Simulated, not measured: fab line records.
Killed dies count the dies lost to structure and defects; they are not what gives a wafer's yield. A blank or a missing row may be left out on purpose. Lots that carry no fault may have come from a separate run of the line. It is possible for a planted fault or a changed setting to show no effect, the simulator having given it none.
fab line records | flow n5Finfet
record lots=10 wafers=28 lastDay=18
route steps=1938 shown BEOL_M0@723 BEOL_M4@1111 PASSIVATION@1936
lots untouched by any fault: they come from a run of this same line in which no faults occurred
startH: hours from the record's opening day to when the first of the lot's shown wafers began | waitH: hours from the lot's prior step to this one | " same as the row above | L1.1+2: a row that stands for several wafers | - no value, or no start was given | * or withheld: withheld | < > ~ a bound
route shown NAME@n: a module of which the file shows steps, and the number in the route of the first | usual: mean/standard deviation of fault-free wafers | same: alike in all rows | chamber/n: place in a boat | sites: the reading at each site | _std_site: the standard deviation of these | _edge_site: outer sites' mean less inner sites' | radiusMm: how far each site lies from the wafer's centre | mask NAME#n: copy n | behind: the most recent tool/chamber to have shaped the wafer | hold: what put the lot on hold/how long, in hours/how the hold closed | device: the transistor (n, p or np) that didn't switch | end of line: tests run on the same wafers once the route is complete | step lacking rows: just its recipe | killed: dies that structure and defects cost at the first sort, which is not the same as the wafer's yield | map: a wafer's dies, marking killed ones x, the rest . and places with no die _
set.NAME: the setting the step ran with; set.NAME@STEP: the setting that earlier step ran with | model.NAME: the simulator's own value behind a step, which no gauge read
route steps across a sampled set of lots; one table per step, one row per wafer
services: when a tool's chamber went out of use (startH, in hours from the record's first day, below 0 if earlier), for how many hours, and the reason
## steps
# step N5_BEOL_M0_OCD_MEAS_108
# usual trenchDepthNm=33.0/0.56
# columns lot.wafer tool chamber startH waitH trenchDepthNm
L923.2 ocd-01 - 118.16 0.1 32.9
L923.3 " - " " 32.8
L923.6 " - " " 33.3
L925.2 ocd-02 - 130.02 0.1 33.4
L925.5 " - " " 33.5
L925.6 " - " " 33.5
L928.1 ocd-02 - 145.68 0.1 33.4
L928.2 " - " " 32.6
L928.5 " - " " 32.9
L930.3 ocd-01 - 162.60 0.1 32.3
L930.4 " - " " 33.1
L930.6 " - " " 33.7
L935.1 ocd-02 - 191.43 0.1 32.5
L935.3 " - " " 34.0
L935.4 " - " " 34.1
L939.1 ocd-01 - 213.50 0.1 33.1
L939.5 " - " " 33.0
L940.3 ocd-02 - 222.92 0.1 32.4
L940.5 " - " " 33.1
L941.1 ocd-01 - 236.26 0.1 33.7
L941.2 " - " " 32.6
L941.3 " - " " 34.5
L944.1 ocd-01 - 243.03 0.1 33.8
L944.3 " - " " 33.0
L944.6 " - " " 34.0
L946.1 ocd-02 - 250.92 0.1 33.8
L946.3 " - " " 33.0
L946.6 " - " " 33.5
# step N5_BEOL_M0_ALD_136
# recipe material=TaN targetThkA=* tempC=275 aldPrecursorFamily=PDMAT aldCoReactant=NH3 pressureTorr=3 carrierFlowSccm=1500 pulseTimeS=2 purgeTimeS=3 coReactantPurgeTimeS=2 coReactantPulseTimeS=3 aldCycles=30 precursorVesselTempC=75 precursorVesselPressureTorr=26.25 precursorVesselCarrierSccm=1000
# usual aldCycles=30/0 chamberPressureTorr=3.001/0.0071 heaterPowerOuterW=238/23 heaterPowerW=418/29 mfcCarrierSccm=1500/4.2 precursorVesselCarrierSccm=1000.1/2.9 susceptorTempC=274.98/0.2
# columns lot.wafer tool chamber startH waitH aldCycles chamberPressureTorr heaterPowerOuterW heaterPowerW mfcCarrierSccm precursorVesselCarrierSccm susceptorTempC
L923.2 aldMetal-02 3 119.22 0.1 30 3.004 220 413 1501 1002.5 274.72
L923.3 " 2 " " 30 3.009 243 423 1502 1001.3 275.07
L923.6 " 0 " " 30 3.016 247 424 1502 995.1 274.87
L925.2 aldMetal-03 2 130.69 0.0 30 2.995 245 450 1496 999.9 275.00
L925.5 " 0 " " 30 3.000 197 357 1502 1001.5 274.73
L925.6 " 2 " " 30 2.988 245 449 1499 998.2 274.89
L928.1 aldMetal-03 1 146.87 0.0 30 2.999 271 433 1500 993.9 274.98
L928.2 " 3 " " 30 2.990 194 358 1502 998.1 274.79
L928.5 " 2 " " 30 3.006 247 448 1507 1002.9 275.02
L930.3 aldMetal-02 0 163.72 0.0 30 3.004 248 434 1498 996.1 275.11
L930.4 " 3 " " 30 2.990 217 401 1498 998.5 274.57
L930.6 " 1 " " 30 2.995 257 442 1501 995.2 274.90
L935.1 aldMetal-02 1 192.25 0.3 30 2.995 258 437 1507 1001.3 274.60
L935.3 " 3 " " 30 2.999 220 420 1496 1000.7 275.04
L935.4 " 0 " " 30 2.999 248 418 1503 1000.8 274.60
L939.1 aldMetal-02 3 213.88 0.0 45 3.003 221 406 1503 1007.7 275.06
L939.5 " 1 " " 30 2.994 251 442 1500 1000.1 275.26
L940.3 aldMetal-02 2 223.85 0.2 45 2.990 244 407 1505 1000.4 274.76
L940.5 " 2 " " 30 3.000 249 415 1503 1002.9 274.81
L941.1 aldMetal-02 2 237.34 0.1 45 3.013 246 414 1496 1005.3 274.92
L941.2 " 0 " " 30 3.004 247 426 1498 1001.0 274.92
L941.3 " 3 " " 45 2.992 216 413 1499 996.8 274.79
L944.1 aldMetal-03 3 244.36 0.1 30 3.006 197 353 1501 997.0 274.95
L944.3 " 2 " " 30 2.986 250 442 1494 1003.0 274.80
L944.6 " 2 " " 30 2.990 247 446 1501 999.9 275.40
L946.1 aldMetal-03 0 252.04 0.0 30 3.002 202 364 1494 1001.4 275.08
L946.3 " 2 " " 30 3.006 247 452 1496 999.4 275.00
L946.6 " 1 " " 30 2.998 276 446 1495 1000.6 274.76
# step N5_BEOL_M0_SURFACE_TREAT_137
# recipe gas=Ar timeS=* ionEnergyEv=* ionCurrentMaCm2=0.5 pressureMtorr=* arFlowSccm=30
# usual throttleValvePct=*
# columns lot.wafer tool chamber startH waitH throttleValvePct
L923.2 pvdSputter-02 - 119.54 0.2 *
L923.3 " - " " *
L923.6 " - " " *
L925.2 pvdSputter-01 - 132.42 1.6 *
L925.5 " - " " *
L925.6 " - " " *
L928.1 pvdSputter-01 - 147.15 0.2 *
L928.2 " - " " *
L928.5 " - " " *
L930.3 pvdSputter-03 - 163.98 0.2 *
L930.4 " - " " *
L930.6 " - " " *
L935.1 pvdSputter-02 - 192.69 0.3 *
L935.3 " - " " *
L935.4 " - " " *
L939.1 pvdSputter-01 - 214.11 0.1 *
L939.5 " - " " *
L940.3 pvdSputter-02 - 224.20 0.2 *
L940.5 " - " " *
L941.1 pvdSputter-02 - 238.02 0.6 *
L941.2 " - " " *
L941.3 " - " " *
L944.1 pvdSputter-01 - 244.78 0.3 *
L944.3 " - " " *
L944.6 " - " " *
L946.1 pvdSputter-03 - 252.73 0.6 *
L946.3 " - " " *
L946.6 " - " " *
# step N5_BEOL_M0_ANNEAL_117
# recipe tempC=400 timeS=60 ambient=vacuum
# usual heaterPowerW=822/85 susceptorTempC=400.00/0.21
# columns lot.wafer tool chamber startH waitH heaterPowerW susceptorTempC
L923.2 pvdSputter-02 - 119.90 0.0 968 400.01
L923.3 " - " " 795 399.96
L923.6 " - " " 788 399.91
L925.2 pvdSputter-02 - 132.77 0.0 987 399.89
L925.5 " - " " 811 399.56
L925.6 " - " " 788 400.11
L928.1 pvdSputter-02 - 147.61 0.0 805 400.22
L928.2 " - " " 818 400.10
L928.5 " - " " 799 400.02
L930.3 pvdSputter-01 - 164.22 0.0 868 399.87
L930.4 " - " " 702 400.21
L930.6 " - " " 696 400.28
L935.1 pvdSputter-03 - 193.34 0.0 917 400.14
L935.3 " - " " 768 400.07
L935.4 " - " " 772 399.92
L939.1 pvdSputter-03 - 216.13 0.0 861 400.01
L939.5 " - " " 763 400.12
L940.3 pvdSputter-02 - 226.25 0.0 795 400.22
L940.5 " - " " 798 400.32
L941.1 pvdSputter-03 - 240.47 0.0 773 399.79
L941.2 " - " " 739 399.99
L941.3 " - " " 908 399.92
L944.1 pvdSputter-01 - 245.41 0.0 877 399.89
L944.3 " - " " 678 399.81
L944.6 " - " " 664 399.89
L946.1 pvdSputter-02 - 253.60 0.0 792 399.81
L946.3 " - " " 805 400.19
L946.6 " - " " 818 400.01
# step N5_BEOL_M0_CMP_120
# recipe stopOn=SiOC tOverpolishS=6.9 downForcePsi=1 platenRpm=50 clearingPlatenDownForcePsi=1.5 clearingPlatenRpm=50 postCmpClean=cuAlkaline clearingPlatenPadVelocityMS=0.99484 padVelocityMS=0.99484
# usual barrierFieldEndpointS=3.60/0.13 motorCurrentA=6.0/0.57
# columns lot.wafer tool chamber startH waitH barrierFieldEndpointS motorCurrentA
L923.3 cmp-02 3 120.72 0.2 3.81 5.9
L923.2 " 0 " " 3.65 6.1
L923.6 " 3 " " 3.67 5.8
L925.2 cmp-02 0 133.63 0.3 3.53 6.1
L925.6 " 2 " " 3.61 5.7
L925.5 " 3 " " 3.75 6.3
L928.1 cmp-02 0 149.64 0.3 3.61 6.0
L928.2 " 3 " " 3.67 5.8
L928.5 " 0 " " 3.54 5.8
L930.3 cmp-01 0 165.74 0.2 3.60 6.8
L930.4 " 2 " " 3.40 6.0
L930.6 " 1 " " 3.65 5.3
L935.3 cmp-01 3 194.12 0.2 3.57 6.4
L935.4 " 1 " " 3.77 5.3
L935.1 " 2 " " 3.61 6.2
L939.1 cmp-01 1 216.95 0.3 4.39 5.5
L939.5 " 1 " " 3.68 5.3
L940.3 cmp-03 2 227.12 0.3 4.62 7.3
L940.5 " 0 " " 3.67 6.3
L941.3 cmp-03 0 241.25 0.2 4.60 6.3
L941.2 " 1 " " 3.77 5.4
L941.1 " 2 " " 4.78 7.2
L944.3 cmp-02 2 246.24 0.2 3.57 5.6
L944.1 " 1 " " 3.46 5.0
L944.6 " 3 " " 3.52 6.1
L946.1 cmp-02 1 254.97 0.3 3.50 5.3
L946.3 " 2 " " 3.58 5.6
L946.6 " 0 " " 3.64 5.9
# step N5_BEOL_M4_RC_MEAS_101
# usual DIBL_N=36.2/1.6 DIBL_P=36.5/1.9 IOFF_N=0.158/0.027 IOFF_P=0.21/0.038 ION_N=675/12 ION_P=464/8.9 SS_N=71.5/0.61 SS_P=73.4/0.59 VT_N=250.4/3 VT_P=-250/3.6
# columns lot.wafer tool chamber startH waitH DIBL_N[mV/V] DIBL_P[mV/V] IOFF_N[nA/um] IOFF_P[nA/um] ION_N[uA/um] ION_P[uA/um] SS_N[mV/dec] SS_P[mV/dec] VT_N[mV] VT_P[mV]
L923.2 prober-02 0 167.34 0.2 34.3 35.5 0.138 0.19 668 457 70.9 72.3 252.3 -251
L923.3 " 0 " " 36.1 38.0 0.161 0.24 682 466 71.5 72.9 252.3 -251
L923.6 " 0 " " 36.9 38.7 0.184 0.25 688 465 72.0 73.2 249.9 -246
L925.2 prober-01 0 170.34 0.2 35.1 35.1 0.140 0.18 670 458 71.4 73.4 250.7 -254
L925.5 " 0 " " 34.4 34.7 0.130 0.18 663 461 70.9 73.1 255.0 -254
L925.6 " 0 " " 34.1 33.3 0.114 0.16 656 449 71.2 72.0 254.7 -255
L928.1 prober-02 0 192.78 0.0 37.8 36.5 0.156 0.20 672 455 70.3 73.7 252.7 -250
L928.2 " 0 " " 37.4 37.5 0.165 0.21 676 462 71.3 73.5 248.5 -248
L928.5 " 0 " " 35.7 34.7 0.122 0.17 653 452 70.5 72.9 254.3 -253
L930.3 prober-01 0 211.01 0.3 34.9 34.8 0.129 0.20 673 465 71.5 73.4 255.7 -249
L930.4 " 0 " " 34.2 34.6 0.121 0.19 665 461 71.3 72.7 254.4 -251
L930.6 " 0 " " 36.7 37.9 0.165 0.25 685 474 72.1 73.2 248.9 -245
L935.1 prober-02 0 251.76 0.0 34.4 33.6 0.128 0.15 658 446 70.3 72.3 251.3 -258
L935.3 " 0 " " 37.1 37.9 0.175 0.22 672 456 71.5 74.1 248.8 -250
L935.4 " 0 " " 36.1 35.3 0.154 0.17 674 456 71.2 72.9 248.4 -251
L939.1 prober-02 0 276.81 0.0 36.2 35.3 0.141 0.18 677 464 70.7 73.0 250.3 -253
L939.5 " 0 " " 35.5 35.6 0.138 0.18 685 457 71.1 73.1 251.5 -254
L940.3 prober-01 0 279.92 0.3 36.6 37.1 0.172 0.21 666 463 72.4 72.5 249.4 -252
L940.5 " 0 " " 37.2 37.6 0.176 0.22 669 458 72.7 74.3 250.6 -252
L941.1 prober-01 0 281.24 0.0 35.9 35.2 0.144 0.20 699 475 71.7 73.5 248.9 -250
L941.2 " 0 " " 37.0 37.2 0.162 0.23 691 467 71.6 74.1 248.4 -251
L941.3 " 0 " " 38.6 40.1 0.212 0.30 705 488 72.1 74.0 245.7 -242
L944.1 prober-02 0 302.58 0.0 35.7 35.7 0.158 0.18 677 459 71.2 72.7 248.8 -254
L944.3 " 0 " " 36.8 38.1 0.175 0.23 666 457 71.6 73.8 247.5 -250
L944.6 " 0 " " 35.6 36.5 0.165 0.20 677 468 71.4 72.8 248.2 -251
L946.1 prober-01 0 313.01 0.0 38.4 38.9 0.223 0.30 690 478 73.0 74.6 246.9 -245
L946.3 " 0 " " 36.2 36.3 0.157 0.23 666 461 71.9 73.7 252.2 -248
L946.6 " 0 " " 36.0 35.3 0.158 0.21 675 461 71.6 72.9 252.8 -252
# step N5_PASSIVATION_PROBE_49
# usual defectLimitedYield=91.3/1.7 killed_at_M0_to_M3=33/11 killed_at_M4_up=14/5.5 killedAtContacts=13/6.5 killedAtFrontEnd=39/13 killedAtOther=3.4/2.9 killedDies=103/20 killedOpen=69/15 killedShort=32/8.1 sort_bin_5_function=5.1/1.1 sort_bin_6_memory=3.3/0.74 sortNPass=1077/20 sortYieldPct=91.3/1.7
# same grossDies=1180 killedAtBackSide=0 sort_bin_4_leakage[%]=0 sort_bin_8_speed[%]=0
# columns lot.wafer tool chamber startH waitH defectLimitedYield[%] killed_at_M0_to_M3 killed_at_M4_up killedAtContacts killedAtFrontEnd killedAtOther killedDies killedOpen killedShort sort_bin_5_function[%] sort_bin_6_memory[%] sortNPass sortYieldPct[%]
L925.2 prober-02 - 282.12 0.1 92.7 23 14 16 33 0 86 62 23 4.6 2.4 1094 92.7
L925.5 prober-02 - 282.27 0.2 91.3 34 12 15 42 0 103 72 31 5.3 3.1 1077 91.3
L925.6 prober-02 - 282.32 0.3 93.1 31 12 10 27 2 82 50 30 4.7 2.1 1098 93.1
L923.2 prober-01 - 282.57 0.1 89.7 34 17 12 54 4 121 86 32 6.2 3.4 1059 89.7
L923.3 prober-01 - 282.62 0.1 85.3 44 19 11 94 5 173 124 48 9.3 5.0 1007 85.3
L923.6 prober-01 - 282.77 0.3 89.8 24 12 10 73 1 120 78 42 6.0 3.8 1060 89.8
L928.1 prober-02 - 313.48 0.0 88.1 46 28 8 55 3 140 91 44 6.8 4.3 1040 88.1
L928.2 prober-02 - 313.53 0.1 86.9 45 14 21 73 2 155 112 39 8.5 4.1 1025 86.9
L928.5 prober-02 - 313.68 0.2 90.0 52 16 18 30 2 118 84 33 5.1 4.5 1062 90.0
L930.3 prober-01 - 331.01 0.1 91.6 30 17 6 36 10 99 62 37 5.2 2.8 1081 91.6
L930.4 prober-01 - 331.06 0.2 90.8 42 15 15 36 1 109 83 26 5.4 3.6 1071 90.8
L930.6 prober-01 - 331.16 0.3 90.5 30 14 14 50 4 112 77 32 5.6 3.2 1068 90.5
L935.1 prober-02 - 362.74 0.0 88.7 31 6 13 71 12 133 83 50 6.4 4.6 1047 88.7
L935.3 prober-02 - 362.84 0.1 91.3 25 17 21 37 3 103 73 30 5.1 3.6 1077 91.3
L935.4 prober-02 - 362.89 0.2 91.1 31 12 14 46 2 105 75 29 5.2 3.4 1075 91.1
L940.3 prober-01 - 390.85 0.1 93.3 20 14 7 37 1 79 63 15 3.7 2.9 1101 93.3
L940.5 prober-01 - 390.95 0.2 93.0 11 17 13 35 7 83 56 26 4.2 2.5 1097 93.0
L939.1 prober-01 - 391.80 0.0 92.0 27 17 9 36 5 94 63 28 4.9 2.9 1086 92.0
L939.5 prober-01 - 392.00 0.2 89.5 44 17 22 37 4 124 84 38 5.9 4.2 1056 89.5
L941.1 prober-02 - 393.78 0.0 92.1 21 17 9 44 2 93 64 28 4.5 3.1 1087 92.1
L941.2 prober-02 - 393.83 0.1 89.7 35 18 23 42 3 121 75 44 5.3 4.6 1059 89.7
L941.3 prober-02 - 393.88 0.1 91.5 29 13 20 34 4 100 72 27 4.7 3.4 1080 91.5
L944.1 prober-02 - 423.57 0.8 92.5 31 6 19 29 4 89 61 28 4.5 2.8 1091 92.5
L944.3 prober-02 - 423.67 0.9 93.1 30 17 12 23 0 82 61 20 4.2 2.5 1098 93.1
L944.6 prober-02 - 423.82 1.1 90.4 31 10 20 50 2 113 82 30 5.4 3.7 1067 90.4
L946.1 prober-02 - 429.53 0.0 92.5 34 18 8 27 2 89 64 22 4.1 3.1 1091 92.5
L946.3 prober-02 - 429.63 0.1 90.0 37 15 14 48 4 118 71 42 5.1 4.6 1062 90.0
L946.6 prober-02 - 429.78 0.3 91.3 46 6 5 44 2 103 61 40 4.8 3.3 1077 91.3
# killed by level:class
L925.2 MOL_CONTACT_COAG:geometricParticle:open=14 BEOL_M4:geometricParticle:open=7 STI_FIN_REVEAL:geometricParticle:open=6 BEOL_M1:geometricParticle:open=6 FIN_SAQP:geometricParticle:open=5 BEOL_M0_SAQP:geometricParticle:short=4 FIN_SAQP:geometricParticle:short=3 DUMMY_GATE:geometricParticle:open=3
L925.5 STI_FIN_REVEAL:geometricParticle:open=16 MOL_CONTACT_COAG:geometricParticle:open=13 BEOL_M0_SAQP:geometricParticle:short=10 BEOL_M0_SAQP:geometricParticle:open=8 FIN_SAQP:geometricParticle:open=6 GATE_CUT:geometricParticle:short=6 BEOL_M2:geometricParticle:open=5 DUMMY_GATE:geometricParticle:open=4
L925.6 FIN_SAQP:geometricParticle:short=7 BEOL_M2:geometricParticle:open=7 MOL_CONTACT_COAG:geometricParticle:open=6 BEOL_M0_SAQP:geometricParticle:short=6 DUMMY_GATE:geometricParticle:open=5 BEOL_M0:geometricParticle:open=5 BEOL_M4:geometricParticle:open=5 STI_FIN_REVEAL:geometricParticle:open=4
L923.2 STI_FIN_REVEAL:geometricParticle:open=18 BEOL_M2:geometricParticle:open=12 MOL_CONTACT_COAG:geometricParticle:open=9 FIN_SAQP:geometricParticle:open=7 FIN_SAQP:geometricParticle:short=7 BEOL_M6:geometricParticle:open=7 DUMMY_GATE:geometricParticle:open=4 BEOL_M3:geometricParticle:open=4
L923.3 STI_FIN_REVEAL:geometricParticle:open=42 FIN_SAQP:geometricParticle:short=17 BEOL_M2:geometricParticle:open=16 FIN_SAQP:geometricParticle:open=14 MOL_CONTACT_COAG:geometricParticle:open=8 BEOL_M0_SAQP:geometricParticle:short=8 BEOL_M0_SAQP:geometricParticle:open=8 BEOL_M4:geometricParticle:open=8
L923.6 STI_FIN_REVEAL:geometricParticle:open=25 FIN_SAQP:geometricParticle:short=11 FIN_SAQP:geometricParticle:open=9 MOL_CONTACT_COAG:geometricParticle:open=9 STI_FIN_REVEAL:geometricParticle:short=6 ILD0:geometricParticle:short=6 BEOL_M1:geometricParticle:open=6 BEOL_M2:geometricParticle:open=6
L928.1 STI_FIN_REVEAL:geometricParticle:open=18 BEOL_M0_SAQP:geometricParticle:short=12 BEOL_M0_SAQP:geometricParticle:open=11 FIN_SAQP:geometricParticle:open=10 BEOL_M3:geometricParticle:open=9 FIN_SAQP:geometricParticle:short=6 BEOL_M2:geometricParticle:open=6 BEOL_M5:geometricParticle:open=6
L928.2 STI_FIN_REVEAL:geometricParticle:open=35 FIN_SAQP:geometricParticle:open=16 MOL_CONTACT_COAG:geometricParticle:open=16 BEOL_M0_SAQP:geometricParticle:short=14 BEOL_M0_SAQP:geometricParticle:open=8 BEOL_M2:geometricParticle:open=8 BEOL_M3:geometricParticle:open=7 BEOL_M5:geometricParticle:open=7
L928.5 BEOL_M0_SAQP:geometricParticle:open=17 STI_FIN_REVEAL:geometricParticle:open=11 BEOL_M1:geometricParticle:open=11 MOL_CONTACT_COAG:geometricParticle:open=10 MOL_CONTACT_COAG:geometricParticle:short=8 BEOL_M3:geometricParticle:open=8 BEOL_M4:geometricParticle:open=8 BEOL_M0_SAQP:geometricParticle:short=6
L930.3 FIN_SAQP:geometricParticle:open=8 BEOL_M4:geometricParticle:open=8 BEOL_M3:geometricParticle:open=7 GATE_CUT:geometricParticle:open=6 FIN_SAQP:geometricParticle:short=5 GATE_CUT:geometricParticle:short=5 MOL_CONTACT_COAG:geometricParticle:open=5 BEOL_M0_SAQP:geometricParticle:short=5
L930.4 MOL_CONTACT_COAG:geometricParticle:open=14 STI_FIN_REVEAL:geometricParticle:open=11 BEOL_M0_SAQP:geometricParticle:open=9 BEOL_M0_SAQP:geometricParticle:short=9 BEOL_M2:geometricParticle:open=7 BEOL_M4:geometricParticle:open=7 FIN_SAQP:geometricParticle:open=6 BEOL_M1:geometricParticle:open=6
L930.6 FIN_SAQP:geometricParticle:open=16 MOL_CONTACT_COAG:geometricParticle:open=11 GATE_CUT:geometricParticle:short=8 BEOL_M0_SAQP:geometricParticle:open=8 BEOL_M3:geometricParticle:open=6 BEOL_M4:geometricParticle:open=6 FIN_SAQP:geometricParticle:short=5 GATE_CUT:geometricParticle:open=5
L935.1 FIN_SAQP:geometricParticle:open=20 BEOL_M1:geometricParticle:open=16 STI_FIN_REVEAL:geometricParticle:open=14 FIN_SAQP:geometricParticle:short=11 MOL_CONTACT_COAG:geometricParticle:open=10 BEOL_M0_SAQP:geometricParticle:short=7 GATE_CUT:geometricParticle:short=6 PAD_METAL:geometricParticle:short=5
L935.3 MOL_CONTACT_COAG:geometricParticle:open=18 STI_FIN_REVEAL:geometricParticle:open=11 BEOL_M1:geometricParticle:open=10 FIN_SAQP:geometricParticle:open=7 BEOL_M4:geometricParticle:open=7 FIN_SAQP:geometricParticle:short=6 BEOL_M0_SAQP:geometricParticle:open=5 BEOL_M1:geometricParticle:short=4
L935.4 MOL_CONTACT_COAG:geometricParticle:open=12 STI_FIN_REVEAL:geometricParticle:open=10 DUMMY_GATE:geometricParticle:open=10 BEOL_M4:geometricParticle:open=9 FIN_SAQP:geometricParticle:open=7 BEOL_M0_SAQP:geometricParticle:short=7 BEOL_M2:geometricParticle:open=7 BEOL_M0_SAQP:geometricParticle:open=6
L940.3 STI_FIN_REVEAL:geometricParticle:open=14 BEOL_M1:geometricParticle:open=8 MOL_CONTACT_COAG:geometricParticle:open=6 BEOL_M4:geometricParticle:open=6 FIN_SAQP:geometricParticle:open=5 DUMMY_GATE:geometricParticle:open=4 GATE_CUT:geometricParticle:open=3 BEOL_M0_SAQP:geometricParticle:open=3
L940.5 STI_FIN_REVEAL:geometricParticle:open=9 MOL_CONTACT_COAG:geometricParticle:open=9 STARTING-WAFER:geometricParticle:short=7 BEOL_M4:geometricParticle:open=7 FIN_SAQP:geometricParticle:open=4 DUMMY_GATE:geometricParticle:open=4 ILD0:geometricParticle:open=4 BEOL_M2:geometricParticle:open=4
L939.1 BEOL_M2:geometricParticle:open=14 FIN_SAQP:geometricParticle:short=8 MOL_CONTACT_COAG:geometricParticle:open=8 FIN_SAQP:geometricParticle:open=6 STI_FIN_REVEAL:geometricParticle:open=5 BEOL_M4:geometricParticle:open=5 GATE_CUT:geometricParticle:short=4 BEOL_M3:geometricParticle:open=4
L939.5 MOL_CONTACT_COAG:geometricParticle:open=18 BEOL_M2:geometricParticle:open=14 FIN_SAQP:geometricParticle:short=10 BEOL_M0_SAQP:geometricParticle:short=9 BEOL_M3:geometricParticle:open=9 BEOL_M4:geometricParticle:open=7 FIN_SAQP:geometricParticle:open=6 BEOL_M0_SAQP:geometricParticle:open=6
L941.1 FIN_SAQP:geometricParticle:short=10 DUMMY_GATE:geometricParticle:open=10 FIN_SAQP:geometricParticle:open=9 MOL_CONTACT_COAG:geometricParticle:open=7 BEOL_M0_SAQP:geometricParticle:open=7 BEOL_M2:geometricParticle:open=7 BEOL_M4:geometricParticle:open=7 STARTING-WAFER:geometricParticle:short=6
L941.2 MOL_CONTACT_COAG:geometricParticle:open=20 BEOL_M0_SAQP:geometricParticle:short=10 FIN_SAQP:geometricParticle:open=8 FIN_SAQP:geometricParticle:short=8 DUMMY_GATE:geometricParticle:open=8 BEOL_M3:geometricParticle:short=6 BEOL_M2:geometricParticle:open=6 BEOL_M3:geometricParticle:open=5
L941.3 MOL_CONTACT_COAG:geometricParticle:open=18 FIN_SAQP:geometricParticle:open=10 BEOL_M0_SAQP:geometricParticle:short=7 BEOL_M2:geometricParticle:open=7 FIN_SAQP:geometricParticle:short=5 BEOL_M0_SAQP:geometricParticle:open=5 BEOL_M3:geometricParticle:open=5 BEOL_M4:geometricParticle:open=5
L944.1 MOL_CONTACT_COAG:geometricParticle:open=15 STI_FIN_REVEAL:geometricParticle:open=12 BEOL_M2:geometricParticle:open=8 BEOL_M1:geometricParticle:open=6 BEOL_M0_SAQP:geometricParticle:short=5 MOL_CONTACT_COAG:geometricParticle:short=4 BEOL_M0_SAQP:geometricParticle:open=4 FIN_SAQP:geometricParticle:short=3
L944.3 BEOL_M1:geometricParticle:open=9 BEOL_M4:geometricParticle:open=9 MOL_CONTACT_COAG:geometricParticle:open=8 BEOL_M3:geometricParticle:open=7 STI_FIN_REVEAL:geometricParticle:open=6 BEOL_M2:geometricParticle:open=4 MOL_CONTACT_COAG:geometricParticle:short=4 STARTING-WAFER:geometricParticle:short=4
L944.6 STI_FIN_REVEAL:geometricParticle:open=18 FIN_SAQP:geometricParticle:open=11 MOL_CONTACT_COAG:geometricParticle:open=11 MOL_CONTACT_COAG:geometricParticle:short=9 BEOL_M2:geometricParticle:open=9 BEOL_M1:geometricParticle:open=6 DUMMY_GATE:geometricParticle:open=5 BEOL_M0_SAQP:geometricParticle:open=5
L946.1 BEOL_M4:geometricParticle:open=10 BEOL_M0_SAQP:geometricParticle:open=9 BEOL_M1:geometricParticle:open=7 BEOL_M2:geometricParticle:open=7 MOL_CONTACT_COAG:geometricParticle:open=6 DUMMY_GATE:geometricParticle:open=5 BEOL_M0_SAQP:geometricParticle:short=5 FIN_SAQP:geometricParticle:open=4
L946.3 STI_FIN_REVEAL:geometricParticle:open=14 MOL_CONTACT_COAG:geometricParticle:open=12 BEOL_M4:geometricParticle:open=11 BEOL_M0_SAQP:geometricParticle:short=9 FIN_SAQP:geometricParticle:short=8 BEOL_M0_SAQP:geometricParticle:open=8 BEOL_M2:geometricParticle:short=6 BEOL_M2:geometricParticle:open=5
L946.6 STI_FIN_REVEAL:geometricParticle:open=16 BEOL_M0_SAQP:geometricParticle:open=15 FIN_SAQP:geometricParticle:short=12 BEOL_M0_SAQP:geometricParticle:short=9 BEOL_M2:geometricParticle:open=6 FIN_SAQP:geometricParticle:open=4 STI_FIN_REVEAL:geometricParticle:short=4 BEOL_M1:geometricParticle:short=4
## services
# columns tool chamber startH hours kind
pvdSputter-02 - 97.81 1.0 repair
cmp-03 - 98.44 2.0 repair
pvdSputter-03 - 102.99 3.6 repair
aldMetal-03 1 110.19 22.9 repair
cmp-03 - 113.38 2.4 repair
aldMetal-02 - 134.17 0.4 repair
cmp-01 - 139.82 0.6 repair
cmp-01 - 150.76 0.7 repair
aldMetal-02 1 150.83 3.9 repair
pvdSputter-02 - 151.48 2.4 repair
cmp-02 - 157.47 4.0 pm
cmp-02 - 161.47 - consumableReplace:conditioner
cmp-02 - 161.47 - consumableReplace:pad
cmp-02 - 167.32 0.3 repair
aldMetal-03 1 168.63 - calibration
cmp-01 - 174.40 0.5 repair
cmp-02 - 182.42 8.2 pm
cmp-01 - 194.96 4.0 pm
cmp-03 - 218.16 5.0 pm
cmp-03 - 229.65 4.0 pm
aldMetal-03 2 230.21 - calibration
cmp-02 - 231.85 0.3 repair
cmp-03 - 233.65 - consumableReplace:conditioner
cmp-01 - 239.72 3.3 repair
## key
firstSign step=N5_BEOL_M0_ALD_136 reading=aldCycles direction=up sigmas=99+ usual=* struck=*
effect step=N5_BEOL_M0_CMP_120 reading=barrierFieldEndpointS direction=up sigmas=8 usual=3.60 struck=4.60
metAt N5_BEOL_M0_ALD_136
struckLots L939,L940,L941
struckWafers L939.1,L940.3,L941.1,L941.3
notActingAt N5_BEOL_M0_OCD_MEAS_108,N5_BEOL_M0_SURFACE_TREAT_137,N5_BEOL_M0_ANNEAL_117
onsetBetween 192.25 213.88
fault kind=processParameterDrift tool=aldMetal-02 chamber=- onsetH=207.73 steps=N5_BEOL_M0_ALD_136 channel=aldCycles offset=* shape=step endH=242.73 scope=struckWafersOnly actsIn=* stated=*
